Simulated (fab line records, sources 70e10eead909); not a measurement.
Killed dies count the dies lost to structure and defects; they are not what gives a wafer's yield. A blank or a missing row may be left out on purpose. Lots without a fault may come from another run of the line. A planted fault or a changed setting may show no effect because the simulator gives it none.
Comparing a struck lot with a sound one + flow nandHarc + 15 steps out of a route of 1302
Sound: the wafers L436.3, L436.5, L436.6. Struck: wafer L446.3 (left out: L446.2, a lot-mate that was not struck); the cause follows at the end.
For every step that has rows: the tool of each side, followed by ch and its chambers, followed by its first start. Under that, the readings that differ: sound wafers + struck wafers + difference of the means + sigmas: that difference in standard deviations of wafers without a fault.
alike: same words and numbers on both sides, and readings whose means sit less than 2 such deviations apart. not compared: any withheld reading, any reading some wafer has no value for, any bound like >300 that may hide the same value, and any number with overlapping values for which the record gives no deviation.
The two part at a step that has a row with sigmas, a row that says differs or no value, or rows on one side only. When numbers do not overlap yet have no deviation, they are printed without sigmas and do not part them. Lack of a reading on every wafer of one side parts them only where that side has two or more wafers.

NHARC_A_ONON_D2_THK_MEAS_02: measures by ellipsometry.
  sound on filmMetro-02, day 15 16:05; struck on filmMetro-02, day 19 17:23
  alike: thkNm
then NHARC_A_ONON_D2_DEP_03 (target thk 1000 nm), 1 step lacking rows for these wafers.
NHARC_A_ONON_D2_THK_MEAS_05: measures by ellipsometry.
  sound on filmMetro-02, day 15 16:39; struck on filmMetro-01, day 19 17:57
| reading    | sound       | struck | difference | sigmas |
|------------|-------------|--------|------------|--------|
| thkNm (nm) | 994 996 996 | 1012   | +17        | +2     |
then NHARC_A_ONON_D2_DEP_06 (target thk 1000 nm), 1 step lacking rows for these wafers.
NHARC_A_ONON_D2_THK_MEAS_08: measures by ellipsometry.
  sound on filmMetro-02, day 15 17:13; struck on filmMetro-02, day 19 18:31
  alike: thkNm
then NHARC_A_ONON_D2_DEP_09 (target thk 1000 nm), 1 step lacking rows for these wafers.
NHARC_A_ONON_D2_THK_MEAS_11: measures by ellipsometry.
  sound on filmMetro-01, day 15 17:47; struck on filmMetro-02, day 19 19:05
  alike: thkNm
then NHARC_A_ONON_D2_DEP_12 (target thk 1000 nm), 1 step lacking rows for these wafers.
NHARC_A_ONON_D2_THK_MEAS_14: measures by ellipsometry.
  sound on filmMetro-02, day 15 18:20; struck on filmMetro-02, day 19 19:40
  alike: thkNm
then, 2 steps without rows for these wafers: NHARC_A_ONON_D2_ANNEAL_15 (time 3600 s); NHARC_A_ONON_D2_DEP_16 (target thk 1000 nm).
NHARC_A_ONON_D2_THK_MEAS_18: measures by ellipsometry.
  sound on filmMetro-01, day 16 01:54; struck on filmMetro-01, day 20 03:26
  alike: thkNm
NHARC_A_ONON_D2_DEP_19: target thk 1000 nm.
  sound on pecvdOnon-01 ch 0, day 16 02:04; struck on pecvdOnon-04 ch 0, day 20 03:32
  alike: nh3FlowSccm
NHARC_A_ONON_D2_THK_MEAS_21: measures by ellipsometry.
  sound on filmMetro-02, day 16 02:28; struck on filmMetro-01, day 20 03:59
| reading    | sound          | struck | difference | sigmas |
|------------|----------------|--------|------------|--------|
| thkNm (nm) | 1006 1004 1005 | 1524   | +519       | +54    |
then NHARC_A_ONON_D2_DEP_22 (target thk 1000 nm), 1 step lacking rows for these wafers.

== WHERE THEY PART ==
First at NHARC_A_ONON_D2_THK_MEAS_05; last, within this record, at NHARC_A_ONON_D2_THK_MEAS_21.

WHY: what the simulator had put in
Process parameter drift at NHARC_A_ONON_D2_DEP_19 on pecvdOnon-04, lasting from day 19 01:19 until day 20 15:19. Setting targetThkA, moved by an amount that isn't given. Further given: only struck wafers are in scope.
